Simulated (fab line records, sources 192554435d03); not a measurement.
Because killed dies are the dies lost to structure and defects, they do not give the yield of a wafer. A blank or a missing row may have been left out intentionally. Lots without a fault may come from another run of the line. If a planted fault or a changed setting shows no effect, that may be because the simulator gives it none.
A lot that was struck, set against a sound lot || flow n5-finfet || 15 steps out of a route of 1938
Sound: wafers L679.1, L679.2, L679.4. Wafers struck: L693.1, L693.2, L693.3. The cause is given at the end.
Each step with rows lists, per side, the tool, then ch with its chambers, then its first start. Under that, the readings that differ: sound wafers || struck wafers || difference of the means || sigmas: that difference in standard deviations of wafers without a fault.
alike: readings with means less than 2 such deviations apart, plus words and numbers identical on both sides. not compared: withheld readings, readings lacking a value on some wafer, bounds such as >300 that could conceal the same value, and numbers that have no deviation in the record and whose values overlap.
Wherever a step has rows on one side only, a row that says differs or no value, or a row with sigmas, the two part there. Numbers that don't overlap but have no deviation are shown without sigmas and don't part them. Lack of a reading on every wafer of one side parts them only where that side has two or more wafers.

first, 4 steps without rows for these wafers: N5_BEOL_M1_SURFACE_TREAT_85; N5_BEOL_M1_CVD_47 (deposits Co from CCTBA/H2, target thk 3 nm, time 223.8 s); N5_BEOL_M1_SPUTTER_48 (material Cu, target thk 4.5 nm, time 8.29 s); N5_BEOL_M1_ANNEAL_49 (time 240 s).
N5_BEOL_M1_SPUTTER_79: material Cu, target thk 4.5 nm, time 8.29 s.
  sound on pvd-sputter-03, day 6 14:08; struck on pvd-sputter-03, day 9 21:59
  alike: chamber-pressure-pa, throttle-valve-pct
N5_BEOL_M1_ANNEAL_80: time 240 s.
  sound on pvd-sputter-03, day 6 14:13; struck on pvd-sputter-03, day 9 22:04
  alike: heater-power-w
N5_BEOL_M1_SPUTTER_81: material Cu, target thk 4.5 nm, time 8.29 s.
  sound on pvd-sputter-03, day 7 05:15; struck on pvd-sputter-03, day 9 22:12
  alike: chamber-pressure-pa, throttle-valve-pct
then, 3 steps without rows for these wafers: N5_BEOL_M1_ANNEAL_82 (time 240 s); N5_BEOL_M1_SPUTTER_86 (material Cu, target thk 4.5 nm, time 8.29 s); N5_BEOL_M1_ANNEAL_87 (time 240 s).
N5_BEOL_M1_SPUTTER_88: material Cu, target thk 4.5 nm, time 8.29 s.
  sound on pvd-sputter-03, day 7 05:41; struck on pvd-sputter-03, day 9 22:38
  alike: chamber-pressure-pa, throttle-valve-pct
N5_BEOL_M1_ANNEAL_89: time 240 s.
  sound on pvd-sputter-03, day 7 05:46; struck on pvd-sputter-03, day 9 22:43
  alike: heater-power-w
N5_BEOL_M1_SPUTTER_90: material Cu, target thk 4.5 nm, time 8.29 s.
  sound on pvd-sputter-03, day 7 05:55; struck on pvd-sputter-03, day 9 22:52
{"reading": "chamber-pressure-pa (Pa)", "sound": "0.07011 0.0699 0.07008", "struck": "0.05323 0.05302 0.05288", "difference": -0.01699, "sigmas": "-99 or more"}
{"reading": "throttle-valve-pct (%)", "sound": "30.5 31.3 31.4", "struck": "35.1 36.8 36.2", "difference": "+5.0", "sigmas": "+7"}
then, 1 step without rows for these wafers: N5_BEOL_M1_ANNEAL_91 (time 240 s).
N5_BEOL_M4_RC_MEAS_101:
  sound on prober-01 ch 0, day 8 17:02; struck on prober-01 ch 0, day 11 13:05
  alike: DIBL_N, DIBL_P, IOFF_N, IOFF_P, ION_N, ION_P, SS_N, SS_P, VT_N, VT_P

== WHERE THEY PART ==
Only at N5_BEOL_M1_SPUTTER_90, as far as this record shows. Later steps at which nothing parts them and some readings are alike: N5_BEOL_M4_RC_MEAS_101.

WHY: what had been put in by the simulator
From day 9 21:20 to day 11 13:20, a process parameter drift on pvd-sputter-03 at N5_BEOL_M1_SPUTTER_90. Setting chamber-pressure-pa shifted by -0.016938 from 0.07. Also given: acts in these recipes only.
